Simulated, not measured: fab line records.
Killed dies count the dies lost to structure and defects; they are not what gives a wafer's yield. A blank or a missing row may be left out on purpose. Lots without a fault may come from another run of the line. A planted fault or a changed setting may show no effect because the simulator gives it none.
Split-lot study -- flow n5 finfet -- route with 1938 steps; 7 lots, 21 wafers read

THE SPLIT ITSELF
At N5_BEOL_M14_PEB_26 (peb time 90 s), the setting peb temp c was moved away from the recipe's 130 C on 8 of the 21 wafers read, by -2.2% to +0.8%. For the rest of the wafers, this setting stayed at what the recipe calls for.

FROM THE SPLIT TO THE READING: what the file shows between them, 2 steps
- N5_BEOL_M14_DEVELOP_27: develop time 45 s
- N5_BEOL_M14_HARDBAKE_32: time 120 s

THE READING
At N5_BEOL_M14_CD_MEAS_28: cd nm in nanometres, against a target cd of 284.4 nm. A value of 283.4 nm with a standard deviation of 1.5 nm is what fault-free wafers of this fab line usually give.

wafer,"tool, chamber at the split","peb temp c as run, C",against the recipe,"cd nm, nm",against lot-mates on the recipe
L075.2,"litho track-05, 0",127.3,-2.1%,269.7,-13.7
L075.3,"litho track-05, 0",127.3,-2.1%,269.5,-13.9
L075.6,"litho track-05, 0",130,recipe,283.4,-
L083.1,"litho track-02, 0",130,recipe,284.0,-
L083.4,"litho track-02, 0",127.5,-1.9%,268.6,-14.8
L083.5,"litho track-02, 0",130,recipe,282.9,-
L087.2,"litho track-05, 0",130,recipe,283.0,-
L087.3,"litho track-05, 0",130,recipe,283.2,-
L087.6,"litho track-05, 0",130,recipe,283.7,-
L086.3,"litho track-05, 0",128.2,-1.4%,275.2,-6.7
L086.5,"litho track-05, 0",130,recipe,281.6,-
L086.6,"litho track-05, 0",130,recipe,282.2,-
L091.2,"litho track-02, 0",130,recipe,284.4,-
L091.3,"litho track-02, 0",127.2,-2.2%,271.4,-13.0
L091.5,"litho track-02, 0",127.2,-2.2%,269.7,-14.7
L093.2,"litho track-05, 0",131,+0.8%,285.9,+1.7
L093.5,"litho track-05, 0",131,+0.8%,284.7,+0.5
L093.6,"litho track-05, 0",130,recipe,284.2,-
L095.2,"litho track-04, 0",130,recipe,283.2,-
L095.3,"litho track-04, 0",130,recipe,285.9,-
L095.6,"litho track-04, 0",130,recipe,285.2,-

THE FIT
A straight line over all 21 wafers: cd nm changes by +6.16 nm for each +1% of peb temp c; r = +0.97; the points scatter about the line by 1.5 nm.
The same after taking each lot's own level away (the mean of its wafers on the recipe; 21 wafers): +6.09 nm for each +1%; r = +0.97; scatter 1.5 nm.
According to that fit, moving peb temp c by its largest amount changes the reading by 13 nm.
Across the lots, their own levels run from 281.90 to 284.77 nm, a range of 1.9 times the standard deviation given above.
Hence the lot-to-lot level has little effect on the slope; both slopes agree.
Check: -13.9 nm against its lot-mates is what the line predicts for one of the wafers moved furthest among these (-2.2%) when that wafer is left out of the fit. It came out at -13 nm against them.

FURTHER SPLITS ON THESE WAFERS
Note: prior to the reading, these wafers also went through further splits. Each is held against what the fit with the lots' levels taken away leaves over:
other split on the same wafers,wafers away from the commonest value,r with cd nm (lot level and that fit taken away)
N5_BEOL_M7_COAT_71 spin rpm,6,-0.07
N5_BEOL_M7_DEP_56 time s,9,+0.48
N5_BEOL_M8_ILD_DEP_00 time s,5,+0.48
N5_BEOL_M9_COAT_05 spin rpm,8,-0.19
N5_BEOL_M9_ETCH_62 time s,8,+0.11
N5_BEOL_M11_PECVD_70 temp c,11,+0.06
N5_BEOL_M11_ETCH_62 time s,7,-0.04
N5_BEOL_M11_EXPOSE_25 dose mj,5,+0.23
N5_BEOL_M13_CMP_49 down force psi,7,-0.31

THE WHOLE CHAIN: every reading that the file lists as answering this split, in the file's order
step,what it does,reading,change (the file's fit),r (the file's)
N5_BEOL_M14_CD_MEAS_28,target cd 284.4 nm,cd nm,+6.41 nm for each +1% of the setting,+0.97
N5_BEOL_M14_DESCUM_33,"chemistry O2, time 7.9 s","BEOL_M14.cd nm (the simulator's own value, which no gauge read)",+6.51 nm for each +1% of the setting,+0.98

FILE'S OWN FIT
cd nm changes by +6.41 nm for each +1% of peb temp c, r = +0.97.
